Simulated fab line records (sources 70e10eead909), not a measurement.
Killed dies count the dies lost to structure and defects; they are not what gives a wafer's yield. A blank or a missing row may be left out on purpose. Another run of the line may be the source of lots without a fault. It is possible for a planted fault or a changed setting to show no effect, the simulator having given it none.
Comparing a struck lot with a sound one :: flow nand_harc :: 15 out of 1302 route steps
Sound: the wafers L619.3, L619.4, L619.5. Struck: wafer L615.3 (left out: L615.1, L615.4 of the same lot, which were not struck); the cause appears at the end.
For every step that has rows: the tool of each side, followed by ch and its chambers, followed by its first start. Under that, the readings that differ: sound wafers :: struck wafers :: difference of the means :: sigmas: that difference in standard deviations of wafers without a fault.
alike: readings whose means differ by less than 2 such deviations, and words and numbers that are the same on both sides. not compared: withheld readings, readings that some wafer has no value for, bounds like >300 that may hide the same value, and numbers for which the record gives no deviation and whose values overlap.
Wherever a step has rows on one side only, a row that says differs or no value, or a row with sigmas, the two part there. When numbers do not overlap yet have no deviation, they are printed without sigmas and do not part them. A reading missing from all wafers of one side parts the sides only when that side holds two or more wafers.

first, 8 steps without rows for these wafers: NHARC_A_SGD_CUT_COAT_56 (time 75 s); NHARC_A_SGD_CUT_COAT_57 (time 65 s); NHARC_A_SGD_CUT_COAT_03 (resist thk 90 nm); NHARC_A_SGD_CUT_SOFTBAKE_04 (time 55 s); NHARC_A_SGD_CUT_EBR_05; NHARC_A_SGD_CUT_EXPOSE_06 (exposes mask SGD); NHARC_A_SGD_CUT_PEB_07 (peb time 65 s); NHARC_A_SGD_CUT_DEVELOP_08 (develop time 35 s).
NHARC_A_SGD_CUT_CD_MEAS_09: the cd target is 100 nm.
  sound on cd_sem-02 ch 0, day 25 13:33; struck on cd_sem-01 ch 0, day 24 03:05
  alike: cd_nm
NHARC_A_SGD_CUT_OVL_MEAS_10:
  sound on overlay-01 at day 25 13:38; struck on overlay-01 at day 24 03:11
  alike: overlay_x_nm, overlay_y_nm
NHARC_A_SGD_CUT_INSPECT_11:
  sound on defect_inspect-01 at day 25 13:41; struck on defect_inspect-01 at day 24 03:13
reading: raw_defect_count
sound: 89 75 87
struck: 12
difference: -72
sigmas: -2
NHARC_A_SGD_CUT_DESCUM_14: chemistry O2, time 3 s.
  sound on rie_diel-09 ch 1,3, day 25 13:46; struck on rie_diel-13 ch 1, day 24 03:17
reading: drypump_motor_current_A (A)
sound: 4.7 5.0 4.7
struck: 6.5
difference: +1.7
sigmas: +3
  alike: oes_product_au, rf_vpp_V, showerhead_plenum_p_Torr, throttle_valve_pct
  not compared: rf_hours_counter_h
NHARC_A_SGD_CUT_ETCH_58: etches the open film in CF4, target depth 39 nm, time 65 s.
  sound on rie_diel-09 ch 0,3, day 25 13:51; struck on rie_diel-13 ch 0, day 24 03:22
reading: rf_vpp_V (V)
sound: 153.5 151.5 149.4
struck: 147.9
difference: -3.6
sigmas: -3

reading: run_length_s (s)
sound: 86.3 86.5 86.2
struck: 49.7
difference: -36.6
sigmas: -96
  alike: drypump_motor_current_A, oes_product_au, showerhead_plenum_p_Torr, throttle_valve_pct
  not compared: rf_hours_counter_h
NHARC_A_SGD_CUT_ETCH_59: etches the open film in N2/H2, target depth 260 nm, time 406.25 s.
  sound: rie_diel-09 ch 0,1; struck: rie_diel-13 ch 1
reading: drypump_motor_current_A (A)
sound: 5.7 5.7 4.7
struck: 6.5
difference: +1.1
sigmas: +2
  alike: oes_product_au, rf_vpp_V, run_length_s, showerhead_plenum_p_Torr, throttle_valve_pct
  not compared: rf_hours_counter_h
-- jump in the record: it breaks off in module A_SGD_CUT and resumes in module END (first step shown: number 1302 of the route), and 6 days separate the struck wafers' starts before and after --
NHARC_END_SORT_01:
  sound on prober-02 ch 0, day 30 19:53; struck on prober-01 ch 0, day 29 17:49
reading: killed_at_array
sound: 70 64 59
struck: 671
difference: +607
sigmas: +34

reading: killed_dies
sound: 73 68 62
struck: 677
difference: +609
sigmas: +32
  alike: killed_at_other, killed_at_periphery, killed_open, killed_short

## WHERE THEY PART
Earliest at NHARC_A_SGD_CUT_INSPECT_11; latest, in this record, at NHARC_END_SORT_01.

WHY: what had been put in by the simulator
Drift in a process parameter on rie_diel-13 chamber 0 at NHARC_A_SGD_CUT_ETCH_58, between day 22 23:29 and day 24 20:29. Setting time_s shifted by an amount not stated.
